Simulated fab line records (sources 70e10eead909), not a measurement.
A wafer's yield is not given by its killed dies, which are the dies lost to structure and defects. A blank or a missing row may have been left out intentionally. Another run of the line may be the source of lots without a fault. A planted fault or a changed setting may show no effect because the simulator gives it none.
Comparing a struck lot with a sound one | flow nand-harc | 38 steps out of a route of 1302
Sound: wafers L901.1, L901.3, L901.6. Wafers struck: L904.1, L904.2, L904.4. Last of all comes the cause.
Each step with rows lists, per side, the tool, then ch with its chambers, then its first start. Under that, the readings that differ: sound wafers | struck wafers | difference of the means | sigmas: that difference in standard deviations of wafers without a fault.
alike: readings with means less than 2 such deviations apart, plus words and numbers identical on both sides. not compared: withheld readings, readings lacking a value on some wafer, bounds such as >300 that could conceal the same value, and numbers that have no deviation in the record and whose values overlap.
The two part at a step that has a row with sigmas, a row that says differs or no value, or rows on one side only. Numbers that don't overlap but have no deviation are shown without sigmas and don't part them. A reading missing from all wafers of one side parts the sides only when that side holds two or more wafers.

NHARC_A_BONDPAD_OVL_MEAS_35:
  sound on overlay-02 at day 26 18:02; struck on overlay-01 at day 28 03:13
  reading           | sound    | struck | difference | sigmas
  overlay-y-nm (nm) | -4 -4 -4 | 4 4 4  | +8         | +2
  alike: overlay-x-nm
then, 4 steps without rows for these wafers: NHARC_A_BONDPAD_HARDBAKE_10 (time 65 s); NHARC_A_BONDPAD_DESCUM_11 (chemistry O2, time 3 s); NHARC_A_BONDPAD_ETCH_34 (etches the open film in N2/H2, target depth 60 nm, overetch 18 nm, time 65.91 s); NHARC_A_BONDPAD_ETCH_12 (etches the open film in CHF3/O2, target depth 220 nm, time 110 s).
NHARC_A_BONDPAD_CD_MEAS_13:
  sound on cd-sem-01 at day 26 18:29; struck on cd-sem-02 at day 28 03:44
  alike: cd-nm
then, 4 steps without rows for these wafers: NHARC_A_BONDPAD_STRIP_15 (strips in O2); NHARC_A_BONDPAD_ETCH_24 (etches the open film in CF4/N2, target depth 30 nm, time 72.99 s); NHARC_A_BONDPAD_STRIP_16 (strips in post etch residue remover, time 600 s); NHARC_A_BONDPAD_DEGAS_25 (time 60 s).
NHARC_A_BONDPAD_PRE_CLEAN_26: time 30 s.
  sound on pvd-sputter-03; struck on pvd-sputter-03
  alike: heater-power-w
then, 1 step without rows for these wafers: NHARC_A_BONDPAD_PVD_17 (deposits TaN, target thk 5 nm, time 8.06 s).
NHARC_A_BONDPAD_PVD_27: deposits Cu, target thk 30 nm, time 20.49 s.
  sound on pvd-sputter-03 at day 26 19:20; struck on pvd-sputter-03 at day 28 04:38
  alike: substrate-temp-c, throttle-valve-pct
then, 2 steps without rows for these wafers: NHARC_A_BONDPAD_ECD_18 (material Cu, target thk 400 nm); NHARC_A_BONDPAD_ANNEAL_28 (time 90 s).
NHARC_A_BONDPAD_CMP_19: polishes, t overpolish 30 s, cu recess touch 16 s, target thk 169.82 nm.
  sound on cmp-04 ch 0,1,2, day 26 20:15; struck on cmp-04 ch 0,2,3, day 28 05:29
  alike: motor-current-A, overpolish-run-s
then, 1 step without rows for these wafers: NHARC_A_BONDPAD_SRD_21 (time 30 s, dry time 20 s).
NHARC_HYBRID_BOND_ACTIVATE_00: chemistry N2, time 60 s.
  sound on rie-diel-09 ch 0,2,3, day 26 20:49; struck on rie-diel-09 ch 0,1,2, day 28 06:05
  alike: drypump-motor-current-A, oes-product-au, rf-vpp-V, showerhead-plenum-p-Torr
  not compared: rf-hours-counter-h
then, 4 steps without rows for these wafers: NHARC_HYBRID_BOND_PRECLEAN_01 (cleans in DIW, time 300 s); NHARC_HYBRID_BOND_SRD_02 (time 30 s, dry time 20 s); NHARC_HYBRID_BOND_BOND_03; NHARC_HYBRID_BOND_ANNEAL_04 (time 7200 s).
NHARC_HYBRID_BOND_OVL_MEAS_05:
  sound on overlay-02 at day 27 06:50; struck on overlay-01 at day 28 13:05
  alike: overlay-x-nm, overlay-y-nm
NHARC_THIN_TSV_GRIND_00:
  sound on grinder-01 ch 0, day 27 07:02; struck on grinder-01 ch 0, day 28 15:39
  alike: motor-current-A
NHARC_THIN_TSV_CMP_01: polishes.
  sound on cmp-02 ch 0,2,3, day 27 08:17; struck on cmp-03 ch 0,1,3, day 28 16:53
  alike: motor-current-A
NHARC_THIN_TSV_THK_MEAS_02: measures by ir.
  sound on film-metro-01 at day 27 08:31; struck on film-metro-02 at day 28 17:10
  alike: thk-nm
then, 11 steps without rows for these wafers: NHARC_THIN_TSV_SRD_03; NHARC_THIN_TSV_PRECLEAN_41 (cleans in SC1); NHARC_THIN_TSV_SRD_42; NHARC_THIN_TSV_DEP_43 (deposits SiO2, target thk 1328.5 nm); NHARC_THIN_TSV_DEHYDRATE_04 (time 120 s); NHARC_THIN_TSV_HMDS_05 (time 30 s); NHARC_THIN_TSV_COAT_06; NHARC_THIN_TSV_SOFTBAKE_07 (time 95 s); NHARC_THIN_TSV_EBR_08; NHARC_THIN_TSV_EXPOSE_09 (exposes mask TSV); NHARC_THIN_TSV_PEB_10 (peb time 85 s).
NHARC_END_SORT_01:
  the record has rows for the struck wafers here (prober-02 ch 0, day 29 07:03) and none for the sound ones

WHERE THEY PART
First at NHARC_A_BONDPAD_OVL_MEAS_35; last, within this record, at NHARC_END_SORT_01.

WHY: what had been put in by the simulator
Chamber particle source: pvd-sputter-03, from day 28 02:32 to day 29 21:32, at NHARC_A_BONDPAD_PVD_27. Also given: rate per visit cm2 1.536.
